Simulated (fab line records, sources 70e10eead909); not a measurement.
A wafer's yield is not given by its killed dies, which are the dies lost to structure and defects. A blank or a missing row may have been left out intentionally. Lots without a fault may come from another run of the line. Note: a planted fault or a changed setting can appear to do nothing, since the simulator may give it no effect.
Which tool is to blame? | flow nandHarc | 6 lots with 18 wafers sampled at 4 steps, on a route of 1302 steps

WHAT THE GAUGES READ, wafer by wafer
NHARC_A_M0_CD_MEAS_09 targets a cd of 80 nm.
lot  | measured     | on       | cdNm (nm)
L750 | day 23 22:21 | cdSem-03 | 81.3 80.1 80.9
L753 | day 25 14:40 | cdSem-02 | 79.5 79.5 80.3
L757 | day 27 10:41 | cdSem-02 | 79.7 80.3 79.6
L760 | day 28 17:10 | cdSem-02 | 121.9 121.1 120.3
L762 | day 29 08:23 | cdSem-03 | 79.4 80.1 79.7
L769 | day 32 02:34 | cdSem-01 | 79.8 79.8 80.2

WHICH TOOL RAN EACH LOT (tool, then ch and the chambers of the sampled wafers, then the start)
lot  | NHARC_A_BLC_PVD_32                     | NHARC_A_BLC_CMP_25            | NHARC_A_M0_PEB_07
L750 | pvdSputter-03, day 23 21:02 or earlier | cmp-01 ch 1,2,3, day 23 21:02 | lithoTrack-06 ch 0, day 23 22:16
L753 | pvdSputter-02, day 25 13:34 or earlier | cmp-01 ch 0,2,3, day 25 13:34 | lithoTrack-01 ch 0, day 25 14:35
L757 | pvdSputter-02, day 27 09:31 or earlier | cmp-01 ch 0,1,2, day 27 09:31 | lithoTrack-04 ch 0, day 27 10:37
L760 | pvdSputter-03, day 28 15:54 or earlier | cmp-01 ch 0,2, day 28 15:54   | lithoTrack-06 ch 0, day 28 17:05
L762 | pvdSputter-01, day 29 07:16 or earlier | cmp-03 ch 0,1,3, day 29 07:16 | lithoTrack-04 ch 0, day 29 08:19
L769 | pvdSputter-02, day 32 01:17 or earlier | cmp-04 ch 1,2,3, day 32 01:17 | lithoTrack-01 ch 0, day 32 02:29
- NHARC_A_BLC_PVD_32: deposits Ti, target thk 5 nm, time 17.7 s.
- NHARC_A_BLC_CMP_25: polishes, t overpolish 30 s, target thk 150 nm.
- NHARC_A_M0_PEB_07: peb time 65 s.

THE ANSWER, worked out from the rows above alone
Rule: usual is defined by the lots themselves. Put in order of their means at a reading, lots are off if they are a third of the lots or fewer, leave a main group of 4 or more, and stand apart from it by a gap of 3 or more times the standard deviation of the main group's means; of several such gaps the widest counts. A main group whose means are all the same, to the digits that the tables above print for the reading, isn't used. A lot without any number at a reading at which 4 lots or more have one is off too. Where the step has rows for the other lots, those lots are counted as sound.
Off: L760 (NHARC_A_M0_CD_MEAS_09, cdNm). Mean 80.0 nm and standard deviation 0.38 in the main group.
A tool fits if, at a process step before that reading, it ran every lot that is off, and no sound lot after the first of them. The gauges at NHARC_A_M0_CD_MEAS_09 are tried like those tools. With no start given for some of its lots, NHARC_A_BLC_PVD_32 uses the hours and lot order of NHARC_A_BLC_CMP_25. Can't be told from this: 4 tools fit, pvdSputter-03 at NHARC_A_BLC_PVD_32, cmp-01 at NHARC_A_BLC_CMP_25, lithoTrack-06 at NHARC_A_M0_PEB_07, cdSem-02 at NHARC_A_M0_CD_MEAS_09.

WHAT THE SIMULATOR PUT IN
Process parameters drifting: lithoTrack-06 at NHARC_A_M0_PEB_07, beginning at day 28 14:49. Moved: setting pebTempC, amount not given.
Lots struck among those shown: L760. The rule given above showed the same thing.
